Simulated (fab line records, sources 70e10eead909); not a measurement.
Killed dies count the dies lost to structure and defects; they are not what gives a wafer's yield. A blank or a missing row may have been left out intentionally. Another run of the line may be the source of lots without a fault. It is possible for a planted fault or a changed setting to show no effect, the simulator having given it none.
Chamber matching -- flow nand-harc -- NHARC_A_STAIRCASE_TRIM_220 on rie-diel-09 has 4 sister chambers
The step chemistry O2, time 211.2 s. 18 wafers are shown with their chamber, then 9 later ones without.

## WAFERS, EACH WITH ITS CHAMBER
wafer,chamber,showerhead-plenum-p-Torr (Torr),drypump-motor-current-A (A),oes-product-au (a.u.)
L074.2,3,3.61,5.8,0.974
L074.3,1,3.39,6.2,0.980
L074.6,3,3.61,5.8,0.985
L075.2,1,3.39,6.2,0.988
L075.4,0,3.37,5.7,0.995
L075.5,3,3.61,5.8,0.993
L076.2,2,3.54,5.8,0.988
L076.5,2,3.54,5.8,0.999
L076.6,1,3.38,6.3,0.997
L080.3,1,3.38,6.2,0.989
L080.5,1,3.38,6.2,0.979
L080.6,0,3.36,5.7,1.002
L087.2,2,3.52,5.9,0.988
L087.3,1,3.37,6.2,0.996
L087.4,0,3.35,5.7,1.001
L089.3,0,3.35,5.7,1.001
L089.5,2,3.52,5.8,1.001
L089.6,3,3.58,5.8,0.997

SIGNATURES (means of the wafers above)
reading,chamber 0,chamber 1,chamber 2,chamber 3,scatter within a chamber
showerhead-plenum-p-Torr,3.3575,3.3817,3.5300,3.6025,0.0108
drypump-motor-current-A,5.700,6.217,5.825,5.800,0.0336
oes-product-au,0.99975,0.98817,0.99400,0.98725,0.00745
Rule: for each reading, subtract the chamber's mean from the wafer's reading, divide by that reading's scatter and square the result; add these up over the readings and take the root, which gives the wafer's distance from the chamber. If the next closest chamber is less than 2 further off than the closest, the wafer can't be placed; otherwise it belongs to the closest. How the scatter is found: for the shown wafers, subtract from each reading the mean of its chamber, square and add these, divide the total by (wafers less chambers), then take the root.

## WAFERS WITHOUT THEIR CHAMBER
wafer,showerhead-plenum-p-Torr (Torr),drypump-motor-current-A (A),oes-product-au (a.u.)
L090.1,3.35,5.7,1.004
L090.2,3.58,5.8,0.999
L090.3,3.51,5.8,1.003
L094.2,3.51,5.9,0.997
L094.4,3.33,5.7,0.991
L094.5,3.35,6.3,1.002
L097.1,3.34,6.2,1.002
L097.2,3.33,5.7,0.998
L097.5,3.34,6.2,0.995

## CHAMBER TAKEN BY EACH
wafer,from the rows above,in truth
L090.1,0,0
L090.2,3,3
L090.3,2,2
L094.2,2,2
L094.4,0,0
L094.5,1,1
L097.1,1,1
L097.2,0,0
L097.5,1,1
Correct placement for 9 of the 9. From these rows, 0 cannot be placed. Placed wrongly: 0.
